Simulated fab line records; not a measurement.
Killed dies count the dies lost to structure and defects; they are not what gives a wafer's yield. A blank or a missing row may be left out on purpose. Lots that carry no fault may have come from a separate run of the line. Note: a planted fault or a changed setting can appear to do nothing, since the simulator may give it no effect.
Matching of chambers ; flow nand-harc ; 4 sister chambers for NHARC_P_M1_CMP_23 on cmp-03
The step polishes, t overpolish 20 s, target thk 157.82 nm. 8 wafers are shown with their chamber, then 9 later ones without.

WAFERS, EACH WITH ITS CHAMBER
wafer;chamber;motor-current-A (A);time-to-endpoint-s (s)
L083.1;3;12.2;32.6
L083.4;2;12.3;30.7
L083.6;0;10.5;31.0
L086.2;2;12.6;28.6
L086.3;3;11.7;26.2
L087.3;1;11.1;25.9
L087.5;0;11.0;25.9
L087.6;1;11.4;27.2

WAFERS WITH NO CHAMBER GIVEN
wafer;motor-current-A (A);time-to-endpoint-s (s)
L090.1;12.2;27.1
L090.2;10.4;24.2
L090.6;10.8;24.0
L093.2;11.2;28.5
L093.3;12.2;30.4
L093.4;10.3;27.1
L095.1;11.9;31.6
L095.2;10.5;31.0
L095.5;11.5;35.6

WHICH CHAMBER EACH WENT THROUGH
wafer;from the rows above;in truth
L090.1;can't be placed: 3 or 2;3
L090.2;can't be placed: 0 or 1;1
L090.6;can't be placed: 0 or 1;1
L093.2;can't be placed: 1 or 0 or 3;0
L093.3;can't be placed: 2 or 3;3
L093.4;can't be placed: 0 or 1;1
L095.1;can't be placed: 3 or 2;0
L095.2;can't be placed: 0 or 1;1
L095.5;can't be placed: 3 or 1 or 0 or 2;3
Placed correctly: 0 of 9. These rows do not allow placing 9 (true chamber among the candidates in 8). Wrongly placed: 0.
How it was worked out, from the rows above alone: a wafer's distance from a chamber is the root of the sum, over the readings, of the square of ((its reading less the chamber's mean) divided by the reading's scatter). The wafer belongs to the nearest chamber; if the next one is less than 2 further off, it can't be placed. Each chamber's mean is taken over the wafers shown for it. The scatter: the root of (the sum of the squares of (reading less its chamber's mean) over the shown wafers, divided by (wafers less chambers)).
